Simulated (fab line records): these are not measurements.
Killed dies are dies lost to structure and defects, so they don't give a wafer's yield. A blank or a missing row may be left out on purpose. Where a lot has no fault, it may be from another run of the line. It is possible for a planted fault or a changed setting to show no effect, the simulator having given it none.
Split-lot study || flow n5_finfet || 21 wafers read from 7 lots, route of 1938 steps

SPLIT DETAILS
At N5_BEOL_M6_HM_DEP_02 (deposits TiN, target thk 20 nm), the setting target_thk_a was moved away from the recipe's 200 angstrom on 4 of the 21 wafers read, by -7.0% to +5.2%. This setting was run at the recipe's value on the other wafers.

FROM THE SPLIT TO THE READING: what the file shows between them, 8 steps
- N5_BEOL_M6_COAT_59: time 60 s, resist thk 100 nm
- N5_BEOL_M6_COAT_60: time 60 s, resist thk 35 nm
- N5_BEOL_M6_STRIP_68: strips in N2/H2
- N5_BEOL_M6_STRIP_67: strips in CF4
- N5_BEOL_M6_HM_OPEN_17: chemistry Cl2/BCl3, target TiN, target depth 20 nm, overetch 6 nm
- N5_BEOL_M6_STRIP_19: strips in O2
- N5_BEOL_M6_STRIP_76: strips in C4F6/O2
- N5_BEOL_M6_STRIP_36: strips in N2/H2

THE READING
TiN_of_BEOL_M6_HM_DEP_02.thk_nm (the simulator's own value, which no gauge read), in nm, at N5_BEOL_M6_TRENCH_ETCH_37 (etches SiCOH lowk in C4F6/O2, target depth 94.435 nm, time 31.5 s). The file does not state a usual value for it. Average 17.3 nm, standard deviation 0.14 nm, over the 17 wafers here run with the recipe.

{"wafer": "L075.2", "tool, chamber at the split": "pvd_sputter-01, -", "target_thk_a as run, angstrom": 200, "against the recipe": "recipe", "TiN_of_BEOL_M6_HM_DEP_02.thk_nm, nm": 17.4, "against lot-mates on the recipe": "-"}
{"wafer": "L075.3", "tool, chamber at the split": "pvd_sputter-01, -", "target_thk_a as run, angstrom": 200, "against the recipe": "recipe", "TiN_of_BEOL_M6_HM_DEP_02.thk_nm, nm": 17.4, "against lot-mates on the recipe": "-"}
{"wafer": "L075.5", "tool, chamber at the split": "pvd_sputter-01, -", "target_thk_a as run, angstrom": 200, "against the recipe": "recipe", "TiN_of_BEOL_M6_HM_DEP_02.thk_nm, nm": 17.2, "against lot-mates on the recipe": "-"}
{"wafer": "L076.2", "tool, chamber at the split": "pvd_sputter-02, -", "target_thk_a as run, angstrom": 189.8, "against the recipe": "-5.1%", "TiN_of_BEOL_M6_HM_DEP_02.thk_nm, nm": 16.2, "against lot-mates on the recipe": -1.0}
{"wafer": "L076.3", "tool, chamber at the split": "pvd_sputter-02, -", "target_thk_a as run, angstrom": 200, "against the recipe": "recipe", "TiN_of_BEOL_M6_HM_DEP_02.thk_nm, nm": 17.2, "against lot-mates on the recipe": "-"}
{"wafer": "L076.6", "tool, chamber at the split": "pvd_sputter-02, -", "target_thk_a as run, angstrom": 200, "against the recipe": "recipe", "TiN_of_BEOL_M6_HM_DEP_02.thk_nm, nm": 17.2, "against lot-mates on the recipe": "-"}
{"wafer": "L080.2", "tool, chamber at the split": "pvd_sputter-02, -", "target_thk_a as run, angstrom": 200, "against the recipe": "recipe", "TiN_of_BEOL_M6_HM_DEP_02.thk_nm, nm": 17.4, "against lot-mates on the recipe": "-"}
{"wafer": "L080.5", "tool, chamber at the split": "pvd_sputter-02, -", "target_thk_a as run, angstrom": 200, "against the recipe": "recipe", "TiN_of_BEOL_M6_HM_DEP_02.thk_nm, nm": 17.4, "against lot-mates on the recipe": "-"}
{"wafer": "L080.3", "tool, chamber at the split": "pvd_sputter-02, -", "target_thk_a as run, angstrom": 200, "against the recipe": "recipe", "TiN_of_BEOL_M6_HM_DEP_02.thk_nm, nm": 17.2, "against lot-mates on the recipe": "-"}
{"wafer": "L082.3", "tool, chamber at the split": "pvd_sputter-02, -", "target_thk_a as run, angstrom": 200, "against the recipe": "recipe", "TiN_of_BEOL_M6_HM_DEP_02.thk_nm, nm": 17.4, "against lot-mates on the recipe": "-"}
{"wafer": "L082.4", "tool, chamber at the split": "pvd_sputter-02, -", "target_thk_a as run, angstrom": 200, "against the recipe": "recipe", "TiN_of_BEOL_M6_HM_DEP_02.thk_nm, nm": 17.4, "against lot-mates on the recipe": "-"}
{"wafer": "L082.6", "tool, chamber at the split": "pvd_sputter-02, -", "target_thk_a as run, angstrom": 200, "against the recipe": "recipe", "TiN_of_BEOL_M6_HM_DEP_02.thk_nm, nm": 17.4, "against lot-mates on the recipe": "-"}
{"wafer": "L086.1", "tool, chamber at the split": "pvd_sputter-03, -", "target_thk_a as run, angstrom": 186.1, "against the recipe": "-7.0%", "TiN_of_BEOL_M6_HM_DEP_02.thk_nm, nm": 16, "against lot-mates on the recipe": -1.0}
{"wafer": "L086.4", "tool, chamber at the split": "pvd_sputter-03, -", "target_thk_a as run, angstrom": 200, "against the recipe": "recipe", "TiN_of_BEOL_M6_HM_DEP_02.thk_nm, nm": 17, "against lot-mates on the recipe": "-"}
{"wafer": "L086.5", "tool, chamber at the split": "pvd_sputter-03, -", "target_thk_a as run, angstrom": 186.1, "against the recipe": "-7.0%", "TiN_of_BEOL_M6_HM_DEP_02.thk_nm, nm": 15.6, "against lot-mates on the recipe": -1.4}
{"wafer": "L085.2", "tool, chamber at the split": "pvd_sputter-01, -", "target_thk_a as run, angstrom": 200, "against the recipe": "recipe", "TiN_of_BEOL_M6_HM_DEP_02.thk_nm, nm": 17.2, "against lot-mates on the recipe": "-"}
{"wafer": "L085.4", "tool, chamber at the split": "pvd_sputter-01, -", "target_thk_a as run, angstrom": 200, "against the recipe": "recipe", "TiN_of_BEOL_M6_HM_DEP_02.thk_nm, nm": 17.2, "against lot-mates on the recipe": "-"}
{"wafer": "L085.3", "tool, chamber at the split": "pvd_sputter-01, -", "target_thk_a as run, angstrom": 200, "against the recipe": "recipe", "TiN_of_BEOL_M6_HM_DEP_02.thk_nm, nm": 17.4, "against lot-mates on the recipe": "-"}
{"wafer": "L096.1", "tool, chamber at the split": "pvd_sputter-02, -", "target_thk_a as run, angstrom": 200, "against the recipe": "recipe", "TiN_of_BEOL_M6_HM_DEP_02.thk_nm, nm": 17.6, "against lot-mates on the recipe": "-"}
{"wafer": "L096.4", "tool, chamber at the split": "pvd_sputter-02, -", "target_thk_a as run, angstrom": 210.3, "against the recipe": "+5.2%", "TiN_of_BEOL_M6_HM_DEP_02.thk_nm, nm": 18.4, "against lot-mates on the recipe": "+0.9"}
{"wafer": "L096.6", "tool, chamber at the split": "pvd_sputter-02, -", "target_thk_a as run, angstrom": 200, "against the recipe": "recipe", "TiN_of_BEOL_M6_HM_DEP_02.thk_nm, nm": 17.4, "against lot-mates on the recipe": "-"}

THE FIT
A straight line over all 21 wafers: TiN_of_BEOL_M6_HM_DEP_02.thk_nm changes by +0.217 nm for each +1% of target_thk_a; r = +0.97; the points scatter about the line by 0.15 nm.
The same after taking each lot's own level away (the mean of its wafers on the recipe; 21 wafers): +0.177 nm for each +1%; r = +0.98; scatter 0.1 nm.
Per that fit: largest target_thk_a move, reading shift of 1.2 nm.
The span of the lots' own levels, 17.00 to 17.50 nm, comes to 3.6 times the standard deviation stated above.
So the slope is not independent of the lot-to-lot level: the two fits are not the same.
Check: for one of the wafers moved furthest among these (-7.0%), held out of the fit, the line's prediction against its lot-mates is -1.35 nm. Against them it came out at -1 nm.

THE WHOLE CHAIN: every reading that the file lists as answering this split, in the file's order
{"step": "N5_BEOL_M6_HM_DEP_02", "what it does": "deposits TiN, target thk 20 nm", "reading": "TiN_of_BEOL_M6_HM_DEP_02.thk_nm (the simulator's own value, which no gauge read)", "change (the file's fit)": "+0.186 nm for each +1% of the setting", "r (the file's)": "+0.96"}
{"step": "N5_BEOL_M6_HM_OPEN_17", "what it does": "chemistry Cl2/BCl3, target TiN, target depth 20 nm, overetch 6 nm", "reading": "etch.depth_nm (the simulator's own value, which no gauge read)", "change (the file's fit)": "+0.179 nm for each +1% of the setting", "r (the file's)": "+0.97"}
{"step": "N5_BEOL_M6_TRENCH_ETCH_37", "what it does": "etches SiCOH lowk in C4F6/O2, target depth 94.435 nm, time 31.5 s", "reading": "TiN_of_BEOL_M6_HM_DEP_02.thk_nm (the simulator's own value, which no gauge read)", "change (the file's fit)": "+0.179 nm for each +1% of the setting", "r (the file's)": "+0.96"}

THE FILE'S OWN FIT
TiN_of_BEOL_M6_HM_DEP_02.thk_nm changes by +0.179 nm for each +1% of target_thk_a, r = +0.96.
